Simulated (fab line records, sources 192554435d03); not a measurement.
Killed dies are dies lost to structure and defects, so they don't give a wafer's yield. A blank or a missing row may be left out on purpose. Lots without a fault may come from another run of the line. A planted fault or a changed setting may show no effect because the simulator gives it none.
A struck lot beside a sound one | flow n5_finfet | 14 steps out of a route of 1938
Sound: wafers L775.2, L775.3, L775.4. Struck: wafers L790.1, L790.3, L790.6. The cause comes at the end.
At each step with rows: each side's tool, then ch and its chambers, then its first start. Under that, the readings that differ: sound wafers | struck wafers | difference of the means | sigmas: that difference in standard deviations of wafers without a fault.
alike: readings whose means differ by less than 2 such deviations, and words and numbers that are the same on both sides. not compared: withheld readings, readings that some wafer has no value for, bounds like >300 that may hide the same value, and numbers for which the record gives no deviation and whose values overlap.
The two part at a step that has a row with sigmas, a row that says differs or no value, or rows on one side only. Numbers that don't overlap but have no deviation are shown without sigmas and don't part them. A reading that every wafer of one side lacks parts them only if that side has two wafers or more.

first, 2 steps without rows for these wafers: N5_PASSIVATION_DEVELOP_43 (develop time 60 s); N5_PASSIVATION_HARDBAKE_45 (time 120 s).
N5_PASSIVATION_CD_MEAS_44: target cd 40000 nm.
  sound on cd_sem-01 ch 0, day 13 02:17; struck on cd_sem-01 ch 0, day 16 18:35
  alike: cd_nm
N5_PASSIVATION_OVL_MEAS_66:
  sound on overlay-01 ch 0, day 13 02:19; struck on overlay-02 ch 0, day 16 18:37
  alike: PASS_OPEN_OVL
N5_PASSIVATION_INSPECT_67: inspects for defects (macro).
  sound on defect_inspect-01, day 13 02:20; struck on defect_inspect-02, day 16 18:38
  alike: raw_defect_count
N5_PASSIVATION_DESCUM_46: chemistry O2, time 7.9 s.
  sound on rie_diel-04 ch 1,2, day 13 02:22; struck on rie_diel-04 ch 0,2,3, day 16 18:41
  alike: drypump_motor_current_A, oes_product_au, rf_vpp_V, showerhead_plenum_p_Torr, throttle_valve_pct
  not compared: rf_hours_counter_h
N5_PASSIVATION_PASS_ETCH_47: etches SiNx in CF4/O2, target depth 770 nm, time 385 s.
  sound on rie_diel-04 ch 1,2, day 13 02:25; struck on rie_diel-04 ch 0,2,3, day 16 18:43
  alike: cf4_flow_sccm, drypump_motor_current_A, mfc_ar_sccm, oes_ar_750_au, oes_product_au, rf_vpp_V, showerhead_plenum_p_Torr, throttle_valve_pct
  not compared: rf_hours_counter_h
N5_PASSIVATION_ETCH_54: etches SiO2 in CHF3/O2, target depth 880 nm, time 440 s.
  sound on rie_diel-04 ch 1,2, day 13 02:38; struck on rie_diel-04 ch 0,2,3, day 16 18:56
  alike: drypump_motor_current_A, mfc_ar_sccm, oes_ar_750_au, oes_product_au, rf_vpp_V, showerhead_plenum_p_Torr, throttle_valve_pct
  not compared: rf_hours_counter_h
N5_PASSIVATION_STRIP_48: strips in O2.
  sound on rie_diel-04 ch 1,2, day 13 02:55; struck on rie_diel-04 ch 0,2,3, day 16 19:14
  alike: drypump_motor_current_A, oes_product_au, rf_vpp_V, showerhead_plenum_p_Torr, throttle_valve_pct
  not compared: rf_hours_counter_h
then, 3 steps without rows for these wafers: N5_PASSIVATION_STRIP_52 (strips in post etch residue remover, time 1200 s); N5_PASSIVATION_CLEAN_71 (cleans in IPA, time 180 s); N5_PASSIVATION_SRD_72 (time 30 s).
N5_PASSIVATION_ANNEAL_56: time 1800 s.
  sound on furnace-02 ch 0, day 13 03:25; struck on furnace-03, day 16 19:43
  no value came back on the struck wafers for spike_tc_bottom_C (C), spike_tc_centre_C (C); on the sound wafers spike_tc_bottom_C (C) reads 424.9 426.3 425.5
N5_PASSIVATION_PROBE_49:
  the record has rows for the struck wafers here (prober-02, day 16 21:43) and none for the sound ones

WHERE THEY PART
First at N5_PASSIVATION_ANNEAL_56; last, within this record, at N5_PASSIVATION_PROBE_49.

WHY: what the simulator had put in
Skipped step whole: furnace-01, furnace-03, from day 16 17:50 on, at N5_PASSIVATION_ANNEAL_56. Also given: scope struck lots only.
